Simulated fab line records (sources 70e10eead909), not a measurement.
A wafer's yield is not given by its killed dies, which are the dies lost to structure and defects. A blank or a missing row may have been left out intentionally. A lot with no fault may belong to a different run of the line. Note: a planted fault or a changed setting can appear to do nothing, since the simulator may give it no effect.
Comparing a struck lot with a sound one    flow nand-harc    40 steps out of a route of 1159
Sound: wafers L379.1, L379.2, L379.5. Struck: wafers L395.1, L395.2, L395.5. The cause comes at the end.
Per side, at each step with rows, come the tool, then ch with its chambers, and then its first start. Under that, the readings that differ: sound wafers    struck wafers    difference of the means    sigmas: that difference in standard deviations of wafers without a fault.
alike: readings whose means differ by less than 2 such deviations, and words and numbers that are the same on both sides. not compared: withheld readings, readings that some wafer has no value for, bounds like >300 that may hide the same value, and numbers for which the record gives no deviation and whose values overlap.
A row with sigmas, a row that says differs or no value, or rows on one side alone: a step with any of these is where the two part. Numbers that have no deviation but don't overlap get no sigmas and don't part them. Lack of a reading on every wafer of one side parts them only where that side has two or more wafers.

first, 2 steps without rows for these wafers: NHARC_P_CONTACT_ETCH_35 (etches the open film in CF4, target depth 39 nm, time 65 s); NHARC_P_CONTACT_ETCH_36 (etches the open film in N2/H2, target depth 260 nm, time 406.25 s).
NHARC_P_CONTACT_ETCH_18: etches the open film in C4F8/O2/Ar, target depth 481 nm, time 240.5 s.
  sound: rie-diel-06 ch 1,2,3; struck: rie-diel-09 ch 0,2
  alike: bias-w, oes-product-au, rf-vpp-V
  not compared: rf-hours-counter-h
then, 2 steps without rows for these wafers: NHARC_P_CONTACT_STRIP_37 (strips in C4F8/O2/Ar); NHARC_P_CONTACT_ETCH_31 (etches the open film in CH3F/O2, target depth 30 nm, time 85.7 s).
NHARC_P_CONTACT_CD_MEAS_19:
  struck on cd-sem-01, day 11 00:48; sound on cd-sem-01, day 7 01:25
  alike: cd-nm
then, 6 steps without rows for these wafers: NHARC_P_CONTACT_STRIP_28 (strips in O2); NHARC_P_CONTACT_STRIP_29 (strips in post etch residue remover, time 1200 s); NHARC_P_CONTACT_DEGAS_38 (time 60 s); NHARC_P_CONTACT_PRE_CLEAN_39 (time 19.5 s); NHARC_P_CONTACT_PVD_32 (deposits Ti, target thk 5 nm, time 17.7 s); NHARC_P_CONTACT_ALD_22 (deposits TiN, target thk 3 nm, pulse time 1 s, ald cycles 150).
NHARC_P_CONTACT_CVD_23: deposits W, target thk 200 nm, time 557 s.
  sound on cvd-w-01 ch 0,1, day 7 03:12; struck on cvd-w-01 ch 1, day 11 08:03
  alike: heater-power-w, mfc-wf6-sccm, throttle-valve-pct
NHARC_P_CONTACT_CMP_24: polishes, t overpolish 30 s, target thk 200 nm.
  sound on cmp-02 ch 1,2,3, day 7 03:51; struck on cmp-04 ch 0,3, day 11 09:16
  alike: motor-current-A, overpolish-run-s, time-to-endpoint-s
then, 11 steps without rows for these wafers: NHARC_P_CONTACT_SRD_26; NHARC_P_M0_DEP_00 (deposits SiOC, target thk 150 nm); NHARC_P_M0_DEHYDRATE_01 (time 120 s); NHARC_P_M0_HMDS_02 (time 30 s); NHARC_P_M0_COAT_33 (time 65 s); NHARC_P_M0_COAT_03 (resist thk 90 nm); NHARC_P_M0_SOFTBAKE_04 (time 55 s); NHARC_P_M0_EBR_05; NHARC_P_M0_EXPOSE_06 (exposes mask P M0, target cd 90 nm); NHARC_P_M0_PEB_07 (peb time 65 s); NHARC_P_M0_DEVELOP_08 (develop time 35 s).
NHARC_P_M0_CD_MEAS_09 targets a cd of 90 nm.
  sound on cd-sem-02 ch 0, day 7 05:11; struck on cd-sem-02 ch 0, day 11 10:34
  alike: cd-nm
NHARC_P_M0_OVL_MEAS_10: pitch 180 nm.
  struck on overlay-02, day 11 10:39; sound on overlay-01, day 7 05:17
  alike: overlay-x-nm, overlay-y-nm
then, 1 step without rows for these wafers: NHARC_P_M0_DESCUM_14 (chemistry O2, time 3 s).
NHARC_P_M0_ETCH_34: etches the open film in N2/H2, target depth 40 nm, overetch 12 nm, time 43.94 s.
  sound on rie-diel-07 ch 2,3, day 7 05:29; struck on rie-diel-11 ch 0,1,2, day 11 10:50
  alike: bias-w, drypump-motor-current-A, oes-product-au, rf-vpp-V, showerhead-plenum-p-Torr, throttle-valve-pct
  not compared: rf-hours-counter-h
then, 1 step without rows for these wafers: NHARC_P_M0_ETCH_15 (etches the open film in C4F8/Ar, target depth 150 nm, overetch 15 nm, time 82.5 s).
NHARC_P_M0_CD_MEAS_16:
  struck on cd-sem-03, day 11 11:02; sound on cd-sem-01, day 7 05:43
  alike: cd-nm
NHARC_P_M0_STRIP_18: strips in N2/H2.
  sound on rie-diel-04 ch 0,3, day 7 05:49; struck on rie-diel-11 ch 0,2,3, day 11 11:10
  alike: drypump-motor-current-A, oes-product-au, power-w, rf-vpp-V, showerhead-plenum-p-Torr, throttle-valve-pct
  not compared: rf-hours-counter-h
then, 3 steps without rows for these wafers: NHARC_P_M0_STRIP_19 (strips in post etch residue remover, time 600 s); NHARC_P_M0_DEGAS_28 (time 60 s); NHARC_P_M0_PRE_CLEAN_29 (time 30 s).
NHARC_P_M0_PVD_20: deposits TaN, target thk 5 nm, time 8.06 s.
  sound on pvd-sputter-03; struck on pvd-sputter-02
  alike: bias-v, throttle-valve-pct
then, 3 steps without rows for these wafers: NHARC_P_M0_PVD_21 (deposits Cu, target thk 30 nm, time 20.49 s); NHARC_P_M0_ECD_22 (material Cu, target thk 400 nm); NHARC_P_M0_ANNEAL_30 (time 90 s).
-- break in the record here, with 13 days between the starts of the struck wafers on either side (left off in module P_M0, picked up again in module END, where the first step shown is number 1159 on the route) --
NHARC_END_SORT_01:
  sound on prober-01 ch 0, day 21 03:28; struck on prober-01 ch 0, day 24 17:32
reading              sound     struck       difference  sigmas
killed-at-periphery  4 3 1     87 84 85     +83         +38
killed-dies          30 22 21  105 109 106  +82         +7
  alike: killed-at-array, killed-at-other, killed-open, killed-short

WHERE THEY PART
Within this record, at NHARC_END_SORT_01 only.

WHY: what the simulator had put in
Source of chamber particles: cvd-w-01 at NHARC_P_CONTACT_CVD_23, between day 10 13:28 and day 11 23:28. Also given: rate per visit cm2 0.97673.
